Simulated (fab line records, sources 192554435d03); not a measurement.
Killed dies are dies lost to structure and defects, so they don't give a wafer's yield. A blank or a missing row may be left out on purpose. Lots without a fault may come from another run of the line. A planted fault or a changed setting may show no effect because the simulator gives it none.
Split-lot experiment | flow n5_finfet | 7 lots, 21 wafers read, on a route of 1938 steps

THE SPLIT
At N5_HKMG_FIN_COAT_42 (time 60 s, resist thk 35 nm), the setting spin_rpm was moved away from the recipe's 1500 rpm on 8 of the 21 wafers read, by -8.8% to +4.7%. The other wafers ran this setting at the recipe's value.

FROM THE SPLIT TO THE READING: what the file shows between them, 2 steps
- N5_HKMG_FIN_DEVELOP_48: develop time 30 s (also split here: develop_time_s)
- N5_HKMG_FIN_DESCUM_53: chemistry O2, time 7.9 s

THE READING
CAR-ArF_of_HKMG_FIN_COAT_43.thk_nm (the simulator's own value, which no gauge read), in nm, at N5_HKMG_FIN_ETCH_54 (etches SiARC in CF4, target depth 45.5 nm, time 75.8 s). The file gives no usual value for it. The 13 wafers here that ran the recipe average 50.8 nm, standard deviation 0.32 nm.

wafer  | tool, chamber at the split | spin_rpm as run, rpm | against the recipe | CAR-ArF_of_HKMG_FIN_COAT_43.thk_nm, nm | against lot-mates on the recipe
L075.2 | litho_track-03, 0          | 1368                 | -8.8%              | 49.2                                   | -1.0
L075.3 | litho_track-03, 0          | 1368                 | -8.8%              | 49.4                                   | -0.8
L075.5 | litho_track-03, 0          | 1500                 | recipe             | 50.2                                   | -
L080.1 | litho_track-04, 0          | 1500                 | recipe             | 51                                     | -
L080.3 | litho_track-04, 0          | 1500                 | recipe             | 50.8                                   | -
L080.5 | litho_track-04, 0          | 1500                 | recipe             | 50.8                                   | -
L084.1 | litho_track-03, 0          | 1397                 | -6.9%              | 50                                     | -1.4
L084.4 | litho_track-03, 0          | 1500                 | recipe             | 51.4                                   | -
L084.5 | litho_track-03, 0          | 1397                 | -6.9%              | 50                                     | -1.4
L091.1 | litho_track-03, 0          | 1500                 | recipe             | 50.8                                   | -
L091.3 | litho_track-03, 0          | 1552                 | +3.5%              | 51.8                                   | +1.0
L091.5 | litho_track-03, 0          | 1552                 | +3.5%              | 51.6                                   | +0.8
L095.2 | litho_track-04, 0          | 1500                 | recipe             | 51.4                                   | -
L095.3 | litho_track-04, 0          | 1500                 | recipe             | 50.8                                   | -
L095.4 | litho_track-04, 0          | 1500                 | recipe             | 50.8                                   | -
L096.1 | litho_track-04, 0          | 1500                 | recipe             | 50.8                                   | -
L096.4 | litho_track-04, 0          | 1571                 | +4.7%              | 52                                     | +1.2
L096.5 | litho_track-04, 0          | 1571                 | +4.7%              | 52                                     | +1.2
L097.1 | litho_track-05, 0          | 1500                 | recipe             | 50.4                                   | -
L097.2 | litho_track-05, 0          | 1500                 | recipe             | 51                                     | -
L097.6 | litho_track-05, 0          | 1500                 | recipe             | 50.6                                   | -

THE FIT
A straight line over all 21 wafers: CAR-ArF_of_HKMG_FIN_COAT_43.thk_nm changes by +0.179 nm for each +1% of spin_rpm; r = +0.92; the points scatter about the line by 0.31 nm.
The same after taking each lot's own level away (the mean of its wafers on the recipe; 21 wafers): +0.17 nm for each +1%; r = +0.92; scatter 0.29 nm.
On that fit, the largest move of spin_rpm shifts the reading by 1.5 nm.
The lots' own levels span 50.20 to 51.40 nm, that is 3.7 times the standard deviation above.
So the lot-to-lot level changes the slope little: the two slopes agree.
Check: with one of the wafers moved furthest among these (-8.8%) left out of the fit, the line predicts -1.54 nm for it against its lot-mates. It came out at -1 nm against them.

OTHER SPLITS ON THESE WAFERS
These wafers also went through other splits before the reading. Each is held against what the fit with the lots' levels taken away leaves over:
other split on the same wafers        | wafers away from the commonest value | r with CAR-ArF_of_HKMG_FIN_COAT_43.thk_nm (lot level and that fit taken away)
N5_FIN_SAQP_ALD_61 ald_cycles         | 7                                    | -0.24
N5_FIN_SAQP_PECVD_06 time_s           | 8                                    | -0.44
N5_FIN_CUT_CUT_ETCH_26 time_s         | 6                                    | -0.22
N5_SD_EPI_N_ETCH_35 time_s            | 9                                    | -0.19
N5_SD_EPI_P_EPI_21 time_s             | 3                                    | -0.10
N5_HKMG_FIN_DEVELOP_48 develop_time_s | 6                                    | +0.15

THE WHOLE CHAIN: every reading that the file lists as answering this split, in the file's order
step                | what it does                                           | reading                                                                             | change (the file's fit)               | r (the file's)
N5_HKMG_FIN_COAT_42 | time 60 s, resist thk 35 nm                            | SiARC_of_HKMG_FIN_COAT_42.thk_nm (the simulator's own value, which no gauge read)   | -0.168 nm for each +1% of the setting | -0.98
N5_HKMG_FIN_ETCH_54 | etches SiARC in CF4, target depth 45.5 nm, time 75.8 s | etch.depth_nm (the simulator's own value, which no gauge read)                      | -0.179 nm for each +1% of the setting | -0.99
N5_HKMG_FIN_ETCH_54 | etches SiARC in CF4, target depth 45.5 nm, time 75.8 s | CAR-ArF_of_HKMG_FIN_COAT_43.thk_nm (the simulator's own value, which no gauge read) | +0.166 nm for each +1% of the setting | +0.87

THE FILE'S OWN FIT
CAR-ArF_of_HKMG_FIN_COAT_43.thk_nm changes by +0.166 nm for each +1% of spin_rpm, r = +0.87.
